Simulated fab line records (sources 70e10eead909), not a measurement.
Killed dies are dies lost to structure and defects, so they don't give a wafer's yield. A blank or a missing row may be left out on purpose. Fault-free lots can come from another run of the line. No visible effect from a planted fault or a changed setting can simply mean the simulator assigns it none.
Matching of chambers | flow nand_harc | 4 sister chambers for NHARC_A_ZERO_WELL_DESCUM_12 on rie_diel-03
The step chemistry O2, time 3 s. 8 wafers are shown with their chamber, then 7 later ones without.

## WAFERS PAIRED WITH THEIR CHAMBERS
wafer  | chamber | showerhead_plenum_p_Torr (Torr) | drypump_motor_current_A (A)
L080.5 | 3       | 1.89                            | 5.0
L079.3 | 0       | 1.99                            | 6.1
L079.6 | 1       | 1.90                            | 5.9
L083.2 | 0       | 1.99                            | 6.0
L083.3 | 1       | 1.89                            | 5.9
L083.4 | 2       | 1.85                            | 5.0
L085.1 | 2       | 1.85                            | 5.0
L085.5 | 3       | 1.89                            | 5.0

## WAFERS WHOSE CHAMBER IS MISSING
wafer  | showerhead_plenum_p_Torr (Torr) | drypump_motor_current_A (A)
L085.6 | 1.99                            | 6.1
L091.1 | 1.89                            | 5.9
L091.5 | 1.85                            | 5.0
L091.6 | 1.89                            | 5.0
L096.1 | 1.85                            | 5.0
L096.2 | 1.89                            | 5.0
L096.3 | 1.99                            | 6.1

## EACH ONE'S CHAMBER
wafer  | from the rows above | in truth
L085.6 | 0                   | 0
L091.1 | 1                   | 1
L091.5 | 2                   | 2
L091.6 | 3                   | 3
L096.1 | 2                   | 2
L096.2 | 3                   | 3
L096.3 | 0                   | 0
Placed correctly: 7 of 7. Number that these rows cannot place: 0. Placed wrongly: 0.
How it was worked out, from the rows above alone: a wafer's distance from a chamber is the root of the sum, over the readings, of the square of ((its reading less the chamber's mean) divided by the reading's scatter). If the next closest chamber is less than 2 further off than the closest, the wafer can't be placed; otherwise it belongs to the closest. A chamber's mean is the mean of its shown wafers. The scatter: the root of (the sum of the squares of (reading less its chamber's mean) over the shown wafers, divided by (wafers less chambers)).
